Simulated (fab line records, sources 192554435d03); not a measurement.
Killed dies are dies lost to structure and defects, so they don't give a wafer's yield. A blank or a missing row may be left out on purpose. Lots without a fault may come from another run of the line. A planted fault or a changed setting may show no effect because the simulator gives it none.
fab line records | flow n5_finfet
record lots=9 wafers=27 last_day=18
route steps=1938 shown BEOL_M4@1111 BEOL_M6@1217 BEOL_M7@1266 PASSIVATION@1936
lots that met no fault: from a run of the same line without faults
start_h: hours from the record's first day to the start of the lot's first wafer shown | wait_h: hours since the lot's step before | " the same as in the row above | L1.1+2: a row that stands for several wafers | - no value, or no start given | * or withheld: withheld | < > ~ a bound
route shown NAME@n: a module of which the file shows steps, and the number in the route of the first | usual: mean/standard deviation of fault-free wafers | same: alike in all rows | chamber/n: place in a boat | sites: the reading at each site | _std_site: their standard deviation | _edge_site: outer sites' mean less inner sites' | radius_mm: how far each site lies from the wafer's centre | mask NAME#n: copy n | behind: the tool/chamber that last shaped the wafer | hold: why the lot was held/for how many hours/how that ended | device: the transistor (n, p or np) that didn't switch | end of line: the same wafers' tests at the end of the route | a step without rows: its recipe alone | killed: dies lost to structure and defects at the first sort, not the wafer's yield | map: a wafer's dies, x killed, . not, _ none there
set.NAME: the setting as run; set.NAME@STEP: as run at that earlier step | model.NAME: the simulator's own value behind a step, which no gauge read
steps of the route over a sample of lots; a table a step, a row a wafer
services: from which hour (start_h, from the record's first day; less than 0 if before it) a tool's chamber was out of use, for how many hours, and why
## steps
# step N5_BEOL_M4_RC_MEAS_101
# usual DIBL_N=36.0/1.8 DIBL_P=36.3/2.4 IOFF_N=0.16/0.035 IOFF_P=0.21/0.036 ION_N=673/13 ION_P=461/7.2 SS_N=71.4/0.6 SS_P=73.2/0.7 VT_N=250/4 VT_P=-250.9/2.9
# columns lot.wafer tool chamber start_h wait_h DIBL_N[mV/V] DIBL_P[mV/V] IOFF_N[nA/um] IOFF_P[nA/um] ION_N[uA/um] ION_P[uA/um] SS_N[mV/dec] SS_P[mV/dec] VT_N[mV] VT_P[mV]
L827.1 prober-02 0 218.00 0.0 32.7 32.6 0.10 0.14 643 446 70.0 71.9 259 -257.7
L827.3 " 0 " " 34.2 34.1 0.12 0.16 663 453 71.5 72.7 255 -254.1
L827.4 " 0 " " 35.7 37.3 0.15 0.20 692 471 71.5 73.3 248 -249.6
L830.4 prober-01 0 221.29 0.5 37.1 38.9 0.18 0.20 690 466 70.7 73.9 244 -253.0
L830.5 " 0 " " 38.0 39.6 0.18 0.22 681 464 71.6 74.2 247 -252.3
L830.6 " 0 " " 40.5 43.6 0.26 0.29 697 464 72.0 74.2 242 -248.7
L835.1 prober-01 0 250.12 0.0 35.5 34.8 0.15 0.20 685 470 71.1 72.8 250 -249.7
L835.3 " 0 " " 33.3 33.1 0.12 0.18 669 456 70.8 72.4 252 -249.3
L835.6 " 0 " " 35.3 34.6 0.15 0.19 677 462 70.9 72.5 251 -251.7
L837.4 prober-02 0 264.83 0.5 37.1 38.8 0.18 0.21 677 459 71.9 73.7 249 -252.9
L837.5 " 0 " " 34.1 35.2 0.12 0.16 658 452 70.2 72.8 256 -257.1
L837.6 " 0 " " 35.4 36.9 0.13 0.17 653 448 71.9 72.6 256 -255.8
L841.2 prober-01 0 281.36 0.2 39.2 40.2 0.21 0.26 685 468 71.6 74.1 246 -249.3
L841.3 " 0 " " 34.6 35.4 0.13 0.18 673 462 71.3 73.0 254 -252.8
L841.5 " 0 " " 35.4 35.4 0.13 0.19 662 455 71.5 73.3 254 -252.0
L842.1 prober-02 0 286.98 0.0 36.0 35.9 0.15 0.20 675 461 71.1 74.0 252 -250.9
L842.5 " 0 " " 33.0 32.7 0.11 0.16 668 459 70.9 73.1 253 -252.0
L842.6 " 0 " " 37.4 36.6 0.16 0.21 667 457 71.4 73.7 253 -251.4
L843.1 prober-01 0 316.37 0.0 36.3 34.9 0.15 0.20 679 465 71.5 73.1 246 -251.2
L843.4 " 0 " " 36.6 36.3 0.15 0.22 671 459 70.9 73.6 249 -251.9
L843.5 " 0 " " 35.2 33.6 0.13 0.17 661 450 71.0 71.9 250 -253.3
L845.2 prober-01 0 318.44 0.2 37.2 37.1 0.16 0.21 673 457 71.4 73.4 250 -252.4
L845.3 " 0 " " 37.9 36.6 0.16 0.21 681 461 72.1 74.0 250 -252.9
L845.5 " 0 " " 39.3 38.0 0.20 0.25 687 464 72.2 73.7 247 -246.7
L844.1 prober-02 0 319.72 0.0 37.5 39.3 0.18 0.24 691 475 71.0 73.8 246 -246.5
L844.2 " 0 " " 37.7 39.7 0.18 0.25 680 471 72.0 74.1 247 -247.2
L844.5 " 0 " " 36.6 38.0 0.16 0.23 685 474 71.1 73.4 246 -248.1
# step N5_BEOL_M6_CD_MEAS_18
# recipe pitch_nm=80 target_cd_nm=40
# usual cd_nm=39.9/0.75
# columns lot.wafer tool chamber start_h wait_h cd_nm
L827.1 cd_sem-02 - 233.20 0.0 39.6
L827.3 " - " " 38.5
L827.4 " - " " 40.5
L830.4 cd_sem-01 - 239.48 0.1 40.0
L830.5 " - " " 40.2
L830.6 " - " " 40.6
L835.1 cd_sem-02 - 265.80 0.0 39.3
L835.3 " - " " 39.4
L835.6 " - " " 38.9
L837.4 cd_sem-01 - 279.85 0.1 41.6
L837.5 " - " " 41.4
L837.6 " - " " 41.7
L841.2 cd_sem-02 - 302.53 0.1 39.5
L841.3 " - " " 39.3
L841.5 " - " " 40.1
L842.1 cd_sem-02 - 305.08 0.0 39.8
L842.5 " - " " 40.8
L842.6 " - " " 40.1
L843.1 cd_sem-02 - 331.34 0.0 39.9
L843.4 " - " " 38.7
L843.5 " - " " 39.4
L845.2 cd_sem-02 - 336.17 0.1 39.8
L845.3 " - " " 40.9
L845.5 " - " " 39.9
L844.1 cd_sem-01 - 342.07 0.0 38.8
L844.2 " - " " 39.6
L844.5 " - " " 38.4
# step N5_BEOL_M6_DESCUM_33
# recipe chemistry=O2 time_s=7 source_power_w=50 bias_power_w=20 pressure_mtorr=20 rf_frequency_hz=2.712e+07 temp_c=40 resist=CAR-EUV o2_flow_sccm=225
# usual drypump_motor_current_A=5.6/0.59 oes_product_au=0.80/0.1 rf_vpp_V=242.7/1.4 showerhead_plenum_p_Torr=2.07/0.072 throttle_valve_pct=20.37/0.28
# same time_s=7
# columns lot.wafer tool chamber start_h wait_h drypump_motor_current_A oes_product_au rf_hours_counter_h rf_vpp_V showerhead_plenum_p_Torr throttle_valve_pct
L827.1 rie_diel-06 2 233.77 0.1 6.7 0.97 9 243.6 2.23 20.09
L827.3 " 1 " " 4.9 0.74 175 242.7 2.01 20.86
L827.4 " 1 " " 4.9 0.74 - 241.4 2.01 20.86
L830.4 rie_diel-06 1 241.30 0.2 4.9 0.74 - 242.1 2.01 20.87
L830.5 " 2 " " 6.6 0.98 - 243.7 2.23 20.09
L830.6 " 3 " " 5.5 0.67 - 240.5 1.96 20.57
L835.1 rie_diel-06 1 266.35 0.0 4.9 0.73 191 241.7 2.01 20.88
L835.3 " 2 " " 6.6 0.95 21 245.3 2.22 20.10
L835.6 " 1 " " 4.9 0.72 - 242.5 2.01 20.90
L837.4 rie_diel-06 0 280.32 0.0 5.6 0.74 196 243.5 2.08 20.45
L837.5 " 3 " " 5.5 0.93 - 245.4 2.22 20.34
L837.6 " 0 " " 5.6 0.74 - 244.3 2.08 20.46
L841.2 rie_diel-01 3 303.08 0.0 5.2 0.90 36 242.9 2.04 20.18
L841.3 " 2 " " 6.4 0.80 112 243.5 2.11 20.02
L841.5 " 2 " " 6.4 0.79 - 244.1 2.11 20.03
L842.1 rie_diel-01 2 307.26 0.4 6.4 0.79 113 243.0 2.11 20.03
L842.5 " 0 " " 4.9 0.77 - 241.7 2.02 20.67
L842.6 " 1 " " 5.1 0.71 - 243.7 2.05 20.35
L845.2 rie_diel-05 1 341.00 0.5 5.8 0.89 37 242.5 2.04 20.21
L845.3 " 0 " " 6.1 0.81 97 240.7 2.03 20.22
L845.5 " 2 " " 5.5 0.87 - 242.6 2.13 20.10
L843.1 rie_diel-01 1 341.05 0.4 5.1 0.69 217 241.6 2.05 20.37
L843.4 " 3 " " 5.2 0.86 49 243.0 2.03 20.20
L843.5 " 3 " " 5.2 0.87 - 243.3 2.03 20.20
L844.1 rie_diel-01 0 343.40 0.0 4.9 0.75 166 241.6 2.01 20.70
L844.2 " 1 " " 5.1 0.69 217 242.1 2.05 20.35
L844.5 " 1 " " 5.1 0.69 - 242.0 2.05 20.36
# step N5_BEOL_M6_ECD_50
# recipe material=Cu target_thk_a=3000
# columns lot.wafer tool chamber start_h wait_h
L827.1+3+4 ecd_cu-01 0,0,1 238.75 0.1
L830.4+5+6 ecd_cu-01 0,0,1 243.14 0.1
L835.1+3+6 ecd_cu-01 0 268.56 0.1
L837.4+5+6 ecd_cu-02 0,1,0 283.52 0.1
L841.2+3+5 ecd_cu-01 0,1,0 305.04 0.1
L842.1+5+6 ecd_cu-01 0,1,0 309.35 0.1
L845.2+3+5 ecd_cu-01 1 343.64 0.1
L843.1+4+5 ecd_cu-01 0,0,1 346.72 0.1
L844.1+2+5 ecd_cu-01 1,0,1 347.81 0.1
# step N5_BEOL_M6_CMP_52
# recipe stop_on=SiCOH_lowk t_overpolish_s=6.9 down_force_psi=1 platen_rpm=50 clearing_platen_down_force_psi=1.5 clearing_platen_rpm=50 post_cmp_clean=cu_alkaline target_thk_nm=80 clearing_platen_pad_velocity_m_s=0.99484 pad_velocity_m_s=0.99484
# usual clearing_platen_down_force_psi=1.500/0.0031 motor_current_A=5.8/0.63 time_to_endpoint_s=62.8/2.5
# columns lot.wafer tool chamber start_h wait_h clearing_platen_down_force_psi motor_current_A time_to_endpoint_s
L827.1 cmp-01 2 239.14 0.3 1.502 6.8 2.5
L827.3 " 3 " " 1.497 6.7 0.0
L827.4 " 1 " " 1.501 6.7 0.3
L830.4 cmp-02 2 243.82 0.2 1.503 5.6 0.8
L830.6 " 1 " " 1.499 5.2 3.9
L830.5 " 2 " " 1.498 5.3 1.7
L835.1 cmp-03 3 269.80 0.3 1.496 5.5 59.9
L835.3 " 1 " " 1.502 5.3 60.8
L835.6 " 3 " " 1.500 5.6 59.8
L837.4 cmp-03 1 283.90 0.1 1.506 5.3 65.1
L837.5 " 1 " " 1.507 5.5 62.4
L837.6 " 2 " " 1.497 5.5 63.7
L841.3 cmp-01 3 305.92 0.2 1.503 6.5 62.2
L841.2 " 1 " " 1.503 6.3 61.2
L841.5 " 3 " " 1.505 6.6 58.6
L842.1 cmp-01 0 310.50 0.3 1.501 5.5 60.2
L842.5 " 3 " " 1.503 6.7 61.5
L842.6 " 0 " " 1.502 5.6 63.2
L845.2 cmp-03 1 344.44 0.5 1.503 5.3 62.8
L845.3 " 2 " " 1.502 5.7 66.4
L845.5 " 3 " " 1.499 5.1 59.6
L843.4 cmp-02 3 347.11 0.1 1.502 5.4 65.3
L843.1 " 0 " " 1.499 5.5 61.3
L843.5 " 3 " " 1.500 5.2 61.9
L844.1 cmp-02 0 348.40 0.3 1.496 5.7 63.4
L844.2 " 2 " " 1.501 5.4 61.1
L844.5 " 0 " " 1.498 5.4 64.6
# step N5_BEOL_M7_PECVD_70
# recipe material=SiO2 target_thk_a=200 temp_c=400 precursor=TEOS/O2 pressure_torr=5.5 rf_w=450 teos_flow_sccm=53.8 gas=O2 flow_sccm=3000 time_s=22.7
# usual heater_power_outer_w=471/68 heater_power_w=801/100 showerhead_plenum_p_Torr=8.78/0.044 showerhead_vpp_V=1307/44 throttle_valve_pct=23.1/1.4
# same time_s=22.7
# columns lot.wafer tool chamber start_h wait_h heater_power_outer_w heater_power_w showerhead_plenum_p_Torr showerhead_vpp_V throttle_valve_pct
L835.1 pecvd-01 0 270.95 0.0 434 782 8.74 1295 23.8
L835.3 " 1 " " 529 901 8.74 1239 20.3
L835.6 " 1 " " 529 921 8.77 1234 20.5
L837.4 pecvd-03 0 285.04 0.1 437 705 8.78 1286 23.1
L837.5 " 1 " " 480 889 8.81 1306 24.5
L837.6 " 0 " " 447 704 8.79 1268 23.2
L841.2 pecvd-04 1 307.03 0.0 522 913 8.85 1360 25.1
L841.3 " 0 " " 523 846 8.84 1376 23.2
L841.5 " 0 " " 534 847 8.81 1366 23.4
L842.1 pecvd-03 1 311.57 0.0 485 862 8.78 1293 24.8
L842.5 " 2 " " 449 731 8.76 1293 22.2
L842.6 " 0 " " 401 641 8.77 1279 23.1
L845.2 pecvd-03 0 346.14 0.0 389 658 8.79 1288 23.0
L845.3 " 1 " " 438 782 8.79 1312 24.5
L845.5 " 2 " " 434 709 8.75 1276 22.6
L843.1 pecvd-03 0 348.26 0.0 433 687 8.78 1290 23.3
L843.4 " 1 " " 415 786 8.81 1298 24.6
L843.5 " 2 " " 395 654 8.72 1273 22.4
L844.1 pecvd-01 2 349.52 0.0 333 592 8.69 1240 21.5
L844.2 " 0 " " 346 647 8.74 1305 24.4
L844.5 " 2 " " 335 590 8.70 1226 21.7
# step N5_PASSIVATION_PROBE_49
# usual defect_limited_yield=91.2/1.4 killed_at_M0_to_M3=35/11 killed_at_M4_up=14/5.6 killed_at_contacts=12/5.6 killed_at_front_end=38/11 killed_at_other=4/3.4 killed_dies=103/17 killed_on_rim=13/3.5 killed_open=68/12 killed_short=33/8.8 sort_bin_5_function=5.1/0.89 sort_bin_6_memory=3.3/0.71 sort_n_pass=1077/17 sort_yield_pct=91.2/1.4
# same gross_dies=1180 killed_at_back_side=0 sort_bin_4_leakage[%]=0 sort_bin_8_speed[%]=0
# columns lot.wafer tool chamber start_h wait_h defect_limited_yield[%] killed_at_M0_to_M3 killed_at_M4_up killed_at_contacts killed_at_front_end killed_at_other killed_dies killed_on_rim killed_open killed_short sort_bin_5_function[%] sort_bin_6_memory[%] sort_n_pass sort_yield_pct[%]
L827.1 prober-01 - 325.75 0.0 0 33 1093 16 35 3 1180 152 71 34 96.1 3.5 0 0
L827.3 prober-01 - 325.85 0.1 0 36 1089 14 39 2 1180 152 66 36 96.9 3.0 0 0
L827.4 prober-01 - 325.90 0.2 0 32 1099 17 29 3 1180 152 68 28 96.3 3.3 0 0
L830.4 prober-02 - 330.16 0.2 0 30 1091 19 36 4 1180 152 70 27 96.7 3.1 0 0
L830.5 prober-02 - 330.21 0.2 0 36 1113 8 18 5 1180 152 44 35 97.5 2.0 0 0
L830.6 prober-02 - 330.26 0.3 0 33 1095 6 36 10 1180 152 68 33 97.4 2.6 0 0
L841.2 prober-01 - 395.77 0.1 91.0 46 10 6 42 2 106 19 62 42 4.8 3.6 1074 91.0
L841.3 prober-01 - 395.82 0.1 91.2 28 15 13 48 0 104 19 69 33 5.3 3.1 1076 91.2
L841.5 prober-01 - 395.92 0.2 94.3 12 8 17 28 2 67 8 46 21 3.6 1.9 1113 94.3
# killed by level:class
L827.1 BEOL_M6:area_ecd=1075 MOL_CONTACT_COAG:geometric_particle:open=13 BEOL_M0_SAQP:geometric_particle:short=11 BEOL_M0_SAQP:geometric_particle:open=10 BEOL_M4:geometric_particle:open=7 FIN_SAQP:geometric_particle:open=5 STI_FIN_REVEAL:geometric_particle:open=5 BEOL_M3:geometric_particle:open=5
L827.3 BEOL_M6:area_ecd=1078 MOL_CONTACT_COAG:geometric_particle:open=14 FIN_SAQP:geometric_particle:open=8 FIN_SAQP:geometric_particle:short=8 BEOL_M0_SAQP:geometric_particle:short=8 BEOL_M0_SAQP:geometric_particle:open=7 BEOL_M2:geometric_particle:open=7 DUMMY_GATE:geometric_particle:open=6
L827.4 BEOL_M6:area_ecd=1084 MOL_CONTACT_COAG:geometric_particle:open=17 FIN_SAQP:geometric_particle:open=10 BEOL_M4:geometric_particle:open=10 BEOL_M0_SAQP:geometric_particle:short=7 BEOL_M2:geometric_particle:open=6 DUMMY_GATE:geometric_particle:open=5 BEOL_M3:geometric_particle:short=5
L830.4 BEOL_M6:area_ecd=1081 MOL_CONTACT_COAG:geometric_particle:open=17 BEOL_M3:geometric_particle:open=12 DUMMY_GATE:geometric_particle:open=7 FIN_SAQP:geometric_particle:short=6 BEOL_M2:geometric_particle:open=5 FIN_SAQP:geometric_particle:open=4 GATE_CUT:geometric_particle:short=4
L830.5 BEOL_M6:area_ecd=1101 BEOL_M0_SAQP:geometric_particle:short=10 BEOL_M0_SAQP:geometric_particle:open=9 BEOL_M4:geometric_particle:open=6 BEOL_M1:geometric_particle:open=5 FIN_SAQP:geometric_particle:short=4 BEOL_M4:geometric_particle:short=4 MOL_CONTACT_COAG:geometric_particle:open=4
L830.6 BEOL_M6:area_ecd=1079 FIN_SAQP:geometric_particle:short=12 FIN_SAQP:geometric_particle:open=11 BEOL_M0_SAQP:geometric_particle:open=11 BEOL_M3:geometric_particle:open=10 BEOL_M4:geometric_particle:open=9 MOL_CONTACT_COAG:geometric_particle:open=6 GATE_CUT:geometric_particle:short=4
L841.2 STI_FIN_REVEAL:geometric_particle:open=16 BEOL_M0_SAQP:geometric_particle:open=14 BEOL_M0_SAQP:geometric_particle:short=11 BEOL_M3:geometric_particle:open=9 FIN_SAQP:geometric_particle:short=8 GATE_CUT:geometric_particle:short=5 BEOL_M4:geometric_particle:open=5 MOL_CONTACT_COAG:geometric_particle:open=4
L841.3 STI_FIN_REVEAL:geometric_particle:open=13 MOL_CONTACT_COAG:geometric_particle:open=10 FIN_SAQP:geometric_particle:open=8 BEOL_M4:geometric_particle:open=7 BEOL_M1:geometric_particle:open=6 BEOL_M0_SAQP:geometric_particle:open=5 GATE_CUT:geometric_particle:open=5 DUMMY_GATE:geometric_particle:open=4
L841.5 MOL_CONTACT_COAG:geometric_particle:open=14 STI_FIN_REVEAL:geometric_particle:open=7 FIN_SAQP:geometric_particle:open=6 FIN_SAQP:geometric_particle:short=4 MOL_CONTACT_COAG:geometric_particle:short=3 BEOL_M1:geometric_particle:short=3 BEOL_M5:geometric_particle:open=3 STI_FIN_REVEAL:geometric_particle:short=2
## services
# columns tool chamber start_h hours kind
rie_diel-05 1 219.55 - clean
rie_diel-05 - 220.37 0.1 repair
cmp-01 - 240.40 0.8 repair
cmp-03 - 240.84 7.0 pm
pecvd-03 1 241.93 22.3 repair
rie_diel-05 - 242.12 2.8 pm
rie_diel-05 0 249.32 13.7 repair
rie_diel-06 3 249.67 - clean
rie_diel-06 3 249.67 - consumable_replace:focus_ring
rie_diel-06 3 249.67 - consumable_replace:showerhead
rie_diel-06 3 249.67 21.2 scheduled_down
rie_diel-06 3 249.67 21.2 vent_cycle
pecvd-01 2 250.89 - calibration
cmp-01 - 262.66 2.6 repair
rie_diel-01 1 266.36 5.0 repair
cmp-01 - 269.90 1.7 repair
cmp-03 - 279.49 4.0 pm
pecvd-03 2 280.60 5.5 scheduled_down
cmp-03 - 283.49 - consumable_replace:conditioner
cmp-03 - 283.49 - consumable_replace:pad
pecvd-01 - 293.53 14.6 pm
rie_diel-06 - 323.83 2.8 pm
pecvd-01 1 332.56 5.5 scheduled_down
ecd_cu-02 - 333.04 6.2 pm
## key
first_sign step=N5_BEOL_M6_CMP_52 reading=time_to_endpoint_s direction=down sigmas=24 usual=* struck=*
effect step=N5_PASSIVATION_PROBE_49 reading=killed_at_M4_up direction=up sigmas=99+ usual=14 struck=1097
more_kills_born_at N5_BEOL_M6_ECD_50@ecd_cu-01=6498
met_at N5_BEOL_M6_ECD_50
struck_lots L827,L830
later_rows_left_out L827.1,L827.3,L827.4,L830.4,L830.5,L830.6
not_acting_at N5_BEOL_M6_CD_MEAS_18,N5_BEOL_M6_DESCUM_33,N5_BEOL_M7_PECVD_70
fault kind=skipped_step_whole tool=ecd_cu-01 chamber=- onset_h=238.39 steps=N5_BEOL_M6_ECD_50 scope=struck_lots_only
# later_rows_left_out: the simulator's readings of these wafers behind a module that went badly wrong aren't trusted and aren't shown, but for the sort
